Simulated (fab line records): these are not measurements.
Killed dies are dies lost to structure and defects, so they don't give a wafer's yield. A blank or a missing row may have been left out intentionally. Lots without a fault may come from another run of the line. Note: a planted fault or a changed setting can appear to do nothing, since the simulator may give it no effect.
Which tool was responsible?    flow n5_finfet    36 wafers from 12 lots sampled at 4 of the route's 1938 steps

## WHAT EACH GAUGE READ, for each wafer
The record holds no reading of a measuring or inspecting step that can be judged against a usual standard deviation.

## TOOL THAT RAN EACH LOT (tool first, then ch and the chambers of the sampled wafers, then the start)
lot   N5_BEOL_M10_PRE_CLEAN_45      N5_BEOL_M10_ANNEAL_51             N5_BEOL_M11_HM_OPEN_17             N5_BEOL_M11_COAT_64
L842  pvd_sputter-01, day 10 05:37  rtp_anneal-02 ch 0, day 10 07:04  rie_metal-01 ch 0,1, day 10 12:04  litho_track-03 ch 0, day 10 12:46
L843  pvd_sputter-01, day 10 22:02  rtp_anneal-01 ch 0, day 10 22:53  rie_metal-02 ch 0, day 11 01:55    litho_track-02 ch 0, day 11 02:09
L846  pvd_sputter-03, day 11 02:08  rtp_anneal-02 ch 0, day 11 03:11  rie_metal-01 ch 0,1, day 11 05:43  litho_track-02 ch 0, day 11 06:20
L845  pvd_sputter-03, day 11 02:13  rtp_anneal-02 ch 0, day 11 03:28  rie_metal-01 ch 0,1, day 11 06:08  litho_track-03 ch 0, day 11 06:33
L844  pvd_sputter-03, day 11 03:10  rtp_anneal-02 ch 0, day 11 04:16  rie_metal-02 ch 0,1, day 11 08:44  litho_track-02 ch 0, day 11 08:58
L850  pvd_sputter-01, day 12 08:38  rtp_anneal-01 ch 0, day 12 09:44  rie_metal-03 ch 0,1, day 12 14:29  litho_track-03 ch 0, day 12 17:41
L852  pvd_sputter-01, day 12 18:41  rtp_anneal-02 ch 0, day 12 19:52  rie_metal-03 ch 0,1, day 13 00:26  litho_track-02 ch 0, day 13 01:19
L856  pvd_sputter-01, day 13 23:08  rtp_anneal-02 ch 0, day 14 00:13  rie_metal-02 ch 0,1, day 14 03:26  litho_track-03 ch 0, day 14 06:38
L855  pvd_sputter-02, day 14 02:56  rtp_anneal-02 ch 0, day 14 04:04  rie_metal-03 ch 0,1, day 14 08:39  litho_track-05 ch 0, day 14 11:44
L857  pvd_sputter-03, day 14 05:07  rtp_anneal-02 ch 0, day 14 07:55  rie_metal-01 ch 0,1, day 14 10:46  litho_track-02 ch 0, day 14 11:44
L859  pvd_sputter-01, day 14 20:53  rtp_anneal-01 ch 0, day 14 21:58  rie_metal-02 ch 0,1, day 15 01:27  litho_track-02 ch 0, day 15 01:53
L863  pvd_sputter-03, day 15 21:40  rtp_anneal-02 ch 0, day 15 22:55  rie_metal-02 ch 0,1, day 16 01:55  litho_track-05 ch 0, day 16 02:11
- N5_BEOL_M10_PRE_CLEAN_45: time 30 s.
- N5_BEOL_M10_ANNEAL_51: time 90 s.
- N5_BEOL_M11_HM_OPEN_17: chemistry Cl2/BCl3, target TiN, target depth 20 nm, overetch 6 nm.
- N5_BEOL_M11_COAT_64: time 60 s, resist thk 30 nm.

## AS READ BY THE TOOLS THEMSELVES (means over the sampled wafers that have a number; for cases with no such wafer, the mark the record gives instead)
N5_BEOL_M10_PRE_CLEAN_45. Usual: heater_power_w 325 W, standard deviation 29.
lot   tool            heater_power_w (W)  flag
L842  pvd_sputter-01  349                 
L843  pvd_sputter-01  358                 
L846  pvd_sputter-03  302                 
L845  pvd_sputter-03  292                 
L844  pvd_sputter-03  303                 
L850  pvd_sputter-01  341                 
L852  pvd_sputter-01  347                 
L856  pvd_sputter-01  349                 
L855  pvd_sputter-02  304                 
L857  pvd_sputter-03  292                 
L859  pvd_sputter-01  354                 
L863  pvd_sputter-03  290                 

N5_BEOL_M10_ANNEAL_51. Usual: wafer_temp_C_max 225.65, standard deviation 0.18.
lot   tool           wafer_temp_C_max  flag
L842  rtp_anneal-02  225.69            
L843  rtp_anneal-01  225.43            
L846  rtp_anneal-02  225.76            
L845  rtp_anneal-02  225.72            
L844  rtp_anneal-02  225.55            
L850  rtp_anneal-01  225.66            
L852  rtp_anneal-02  225.54            
L856  rtp_anneal-02  225.64            
L855  rtp_anneal-02  225.78            
L857  rtp_anneal-02  225.69            
L859  rtp_anneal-01  225.65            
L863  rtp_anneal-02  225.66            

N5_BEOL_M11_HM_OPEN_17. Usual: drypump_motor_current_A 5.80 A, standard deviation 0.22; oes_product_au 0.65 a.u., standard deviation 0.043; throttle_valve_pct 22.12 %, standard deviation 0.26.
lot   tool          drypump_motor_current_A (A)  oes_product_au (a.u.)  throttle_valve_pct (%)  flag
L842  rie_metal-01  5.85                         0.65                   22.05                   
L843  rie_metal-02  5.64                         0.65                   22.04                   
L846  rie_metal-01  5.82                         0.64                   22.06                   
L845  rie_metal-01  5.84                         0.65                   22.04                   
L844  rie_metal-02  5.52                         0.64                   22.01                   
L850  rie_metal-03  6.03                         0.66                   22.07                   
L852  rie_metal-03  6.02                         0.70                   22.27                   
L856  rie_metal-02  5.52                         0.63                   22.03                   
L855  rie_metal-03  6.05                         0.69                   22.27                   
L857  rie_metal-01  5.84                         0.63                   22.05                   
L859  rie_metal-02  5.51                         0.63                   22.04                   
L863  rie_metal-02  5.52                         0.63                   22.02                   

N5_BEOL_M11_COAT_64. Usual: heater_power_total_W 427.4 W, standard deviation 2.2; spin_speed_rpm 1500.2 rpm, standard deviation 1.1.
lot   tool            heater_power_total_W (W)  spin_speed_rpm (rpm)  flag
L842  litho_track-03  427.1                     1500.5                
L843  litho_track-02  426.1                     1500.2                
L846  litho_track-02  427.2                     1500.1                
L845  litho_track-03  426.3                     1500.0                
L844  litho_track-02  428.5                     1500.0                
L850  litho_track-03  429.0                     1501.1                
L852  litho_track-02  429.7                     1499.8                
L856  litho_track-03  426.5                     1500.7                
L855  litho_track-05  426.6                     1501.1                
L857  litho_track-02  426.5                     1449.8                OFF
L859  litho_track-02  427.3                     1450.5                OFF
L863  litho_track-05  426.1                     1500.8                

## THE ANSWER, worked out from the rows above alone
Rule: lot off if the mean of its wafers having a number is beyond 3 standard deviations from the usual mean. A lot without any number at a reading at which 4 lots or more have one is off too. The other lots that the step has rows for count as sound. The gauges are gone through in route order, then the tools' own readings, and for those a lot's mean is taken as printed above. At the first step where some lot is off, the reading lying furthest off is the one used; lots without a number count as furthest.
Off at N5_BEOL_M11_COAT_64 (spin_speed_rpm): L857, L859.
A tool fits if, at that step or a process step before it, it ran every lot that is off, and no sound lot after the first of them. One candidate fits, namely litho_track-02 at N5_BEOL_M11_COAT_64. Its last sound lot is L852 (day 13 01:19), its first lot that is off L857 (day 14 11:44): a fault that began between those two fits.
The tool's own readings at N5_BEOL_M11_COAT_64 bear it out: on the lots that are off they differ by more than 5 times the standard deviation of the sound lots' means. spin_speed_rpm reads 1450.2 rpm there against 1500.4 rpm on the sound lots.

## WHAT THE SIMULATOR HAD INSERTED
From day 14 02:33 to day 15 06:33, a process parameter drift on litho_track-02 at N5_BEOL_M11_COAT_64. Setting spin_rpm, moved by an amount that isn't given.
Shown lots that were struck: L857, L859. The same result came from the rule above.
